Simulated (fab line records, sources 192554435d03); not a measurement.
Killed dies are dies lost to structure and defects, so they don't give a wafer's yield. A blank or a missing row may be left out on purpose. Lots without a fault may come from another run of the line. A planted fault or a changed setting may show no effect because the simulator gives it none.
A struck lot beside a sound one | flow n5_finfet | 21 steps out of a route of 1938
Sound: wafers L997.3, L997.4, L997.5. Struck: wafers L110.1, L110.2, L110.5. The cause comes at the end.
At each step with rows: each side's tool, then ch and its chambers, then its first start. Under that, the readings that differ: sound wafers | struck wafers | difference of the means | sigmas: that difference in standard deviations of wafers without a fault.
alike: readings whose means differ by less than 2 such deviations, and words and numbers that are the same on both sides. not compared: withheld readings, readings that some wafer has no value for, bounds like >300 that may hide the same value, and numbers for which the record gives no deviation and whose values overlap.
The two part at a step that has a row with sigmas, a row that says differs or no value, or rows on one side only. Numbers that don't overlap but have no deviation are shown without sigmas and don't part them. A reading that every wafer of one side lacks parts them only if that side has two wafers or more.

first, 6 steps without rows for these wafers: N5_BEOL_M3_COAT_05 (resist thk 30 nm); N5_BEOL_M3_EBR_07; N5_BEOL_M3_SOFTBAKE_06 (time 60 s); N5_BEOL_M3_EXPOSE_08 (exposes mask M3); N5_BEOL_M3_PEB_09 (peb time 60 s); N5_BEOL_M3_DEVELOP_10 (develop time 30 s).
N5_BEOL_M3_CD_MEAS_11: target cd 17.05 nm.
  sound on cd_sem-01 ch 0, day 8 17:34; struck on cd_sem-03 ch 0, day 11 15:58
  alike: cd_nm
N5_BEOL_M3_OVL_MEAS_12:
  sound on overlay-01 ch 0, day 8 17:36; struck on overlay-01 ch 0, day 11 16:00
  alike: M3_OVL
N5_BEOL_M3_INSPECT_13: inspects for defects (brightfield).
  sound on defect_inspect-02, day 8 17:39; struck on defect_inspect-01, day 11 16:04
  alike: raw_defect_count
N5_BEOL_M3_DESCUM_16: chemistry O2, time 7 s.
  sound on rie_diel-01 ch 1,2, day 8 17:41; struck on rie_diel-01 ch 0,1,3, day 11 16:06
  alike: chamber_pressure_mTorr, drypump_motor_current_A, oes_product_au, rf_vpp_V, showerhead_plenum_p_Torr, throttle_valve_pct
  not compared: rf_hours_counter_h
N5_BEOL_M3_ETCH_74: etches underlayer in N2/H2, target depth 6.5 nm, time 5.2 s.
  sound on rie_diel-01 ch 1,2, day 8 17:43; struck on rie_diel-01 ch 0,1,3, day 11 16:08
  alike: bias_w, chamber_pressure_mTorr, drypump_motor_current_A, etch_rf_on_time_s, h2_flow_sccm, oes_product_au, rf_vpp_V, showerhead_plenum_p_Torr, throttle_valve_pct
  not compared: rf_hours_counter_h
N5_BEOL_M3_ETCH_63: etches SiARC in CF4, target depth 15.6 nm, time 26 s.
  sound on rie_diel-01 ch 1,2, day 8 17:44; struck on rie_diel-01 ch 0,1,3, day 11 16:09
  alike: bias_w, cf4_flow_sccm, chamber_pressure_mTorr, drypump_motor_current_A, etch_rf_on_time_s, oes_product_au, rf_vpp_V, showerhead_plenum_p_Torr, throttle_valve_pct
  not compared: rf_hours_counter_h
N5_BEOL_M3_ETCH_64: etches SOC in N2/H2, target depth 75 nm, overetch 15 nm, time 112.5 s.
  sound on rie_diel-01 ch 1,2, day 8 17:46; struck on rie_diel-01 ch 0,1,3, day 11 16:11
  no value came back on the struck wafers for any of 9 readings (bias_w (W), chamber_pressure_mTorr (mTorr) and others); on the sound wafers bias_w (W) reads 150.0 149.4 149.8
  reading                                         | sound   | struck         | difference | sigmas
  model.CAR-EUV_of_BEOL_M3_COAT_05.thk_nm (nm)    | 0 0 0   | 11.2 11.2 11.2 | +11.2      |
  model.SiARC_of_BEOL_M3_COAT_62.thk_nm (nm)      | 7 6.6 7 | 12 12 12       | +5         |
  model.underlayer_of_BEOL_M3_COAT_73.thk_nm (nm) | 0 0 0   | 5 5 5          | +5         |
  not compared: rf_hours_counter_h
then, 2 steps without rows for these wafers: N5_BEOL_M3_STRIP_65 (strips in N2/H2); N5_BEOL_M3_STRIP_75 (strips in N2/H2).
N5_BEOL_M3_STRIP_66: strips in CF4.
  sound on rie_diel-01 ch 1,2, day 8 17:53; struck on rie_diel-01 ch 0,1,3, day 11 16:18
  alike: chamber_pressure_mTorr, drypump_motor_current_A, oes_product_au, rf_vpp_V, showerhead_plenum_p_Torr, throttle_valve_pct
  not compared: rf_hours_counter_h
N5_BEOL_M3_HM_OPEN_17: chemistry Cl2/BCl3, target TiN, target depth 20 nm, overetch 6 nm.
  sound on rie_metal-01 ch 1, day 8 17:59; struck on rie_metal-03 ch 0,1, day 11 16:20
  reading                | sound             | struck            | difference | sigmas
  throttle_valve_pct (%) | 22.26 22.26 22.25 | 22.91 22.95 22.88 | +0.66      | +3
  alike: chamber_pressure_mTorr, drypump_motor_current_A, oes_product_au
  not compared: rf_hours_counter_h
N5_BEOL_M3_STRIP_19: strips in O2.
  sound on rie_diel-01 ch 1,2, day 8 18:08; struck on rie_diel-03 ch 2,3, day 11 16:29
  alike: chamber_pressure_mTorr, drypump_motor_current_A, oes_product_au, rf_vpp_V, showerhead_plenum_p_Torr, throttle_valve_pct
  not compared: rf_hours_counter_h
N5_BEOL_M3_CD_MEAS_18: pitch 36 nm, target cd 18 nm.
  sound on cd_sem-03, day 8 18:13; struck on cd_sem-02, day 11 16:34
  reading    | sound          | struck | difference                    | sigmas
  cd_nm (nm) | 17.9 16.9 17.7 | - - -  | no value on the struck wafers |
then, 1 step without rows for these wafers: N5_BEOL_M3_COAT_67 (time 60 s, resist thk 60 nm).
N5_BEOL_M4_RC_MEAS_101:
  the record has rows for the sound wafers here (prober-01 ch 0, day 9 19:13) and none for the struck ones

WHERE THEY PART
First at N5_BEOL_M3_ETCH_64; last, within this record, at N5_BEOL_M4_RC_MEAS_101.

WHY: what the simulator had put in
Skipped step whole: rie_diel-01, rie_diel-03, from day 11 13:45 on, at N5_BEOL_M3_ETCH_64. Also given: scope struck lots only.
